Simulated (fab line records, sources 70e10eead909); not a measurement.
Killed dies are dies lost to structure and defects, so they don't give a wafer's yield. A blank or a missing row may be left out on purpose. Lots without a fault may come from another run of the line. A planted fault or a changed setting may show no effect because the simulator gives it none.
Chamber matching | flow nand_harc | NHARC_A_CONTACT_DEP_85 on pecvd-03: 3 sister chambers
The step deposits SiON, target thk 50 nm. 18 wafers are shown with their chamber, then 9 later ones without.

WAFERS WITH THEIR CHAMBER
wafer  | chamber | heater_power_w (W) | rf_fwd_power_W (W)
L076.2 | 2       | 835                | 349.5
L076.3 | 0       | 529                | 348.5
L076.6 | 0       | 539                | 349.3
L080.1 | 2       | 858                | 347.0
L080.4 | 0       | 646                | 349.0
L080.5 | 1       | 913                | 349.7
L085.2 | 0       | 630                | 347.9
L085.3 | 1       | 893                | 346.5
L085.6 | 0       | 641                | 348.9
L083.4 | 0       | 647                | 349.5
L083.5 | 1       | 890                | 348.7
L083.6 | 2       | 869                | 346.2
L089.1 | 2       | 785                | 348.2
L089.3 | 1       | 857                | 346.8
L089.4 | 2       | 772                | 347.9
L092.4 | 2       | 816                | 346.7
L092.5 | 0       | 628                | 348.5
L092.6 | 1       | 893                | 348.6

SIGNATURES (means of the wafers above)
reading        | chamber 0 | chamber 1 | chamber 2 | scatter within a chamber
heater_power_w | 608.57    | 889.20    | 822.50    | 40.9
rf_fwd_power_W | 348.800   | 348.060   | 347.583   | 1.04
Rule: a wafer's distance from a chamber is the root of the sum, over the readings, of the square of ((its reading less the chamber's mean) divided by the reading's scatter). The wafer belongs to the nearest chamber; if the next one is less than 2 further off, it can't be placed. The scatter: the root of (the sum of the squares of (reading less its chamber's mean) over the shown wafers, divided by (wafers less chambers)).

WAFERS WITHOUT THEIR CHAMBER
wafer  | heater_power_w (W) | rf_fwd_power_W (W)
L093.1 | 881                | 348.8
L093.2 | 899                | 348.2
L093.3 | 661                | 349.2
L091.2 | 659                | 348.0
L091.4 | 667                | 350.0
L091.5 | 891                | 349.2
L095.3 | 624                | 347.7
L095.4 | 919                | 348.6
L095.6 | 616                | 349.2

WHICH CHAMBER EACH WENT THROUGH
wafer  | from the rows above     | in truth
L093.1 | can't be placed: 1 or 2 | 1
L093.2 | can't be placed: 1 or 2 | 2
L093.3 | 0                       | 0
L091.2 | 0                       | 0
L091.4 | 0                       | 0
L091.5 | can't be placed: 1 or 2 | 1
L095.3 | 0                       | 0
L095.4 | can't be placed: 1 or 2 | 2
L095.6 | 0                       | 0
Placed correctly: 5 of 9. Can't be placed from these rows: 4 (the true chamber is among the candidates in 4). Placed wrongly: 0.
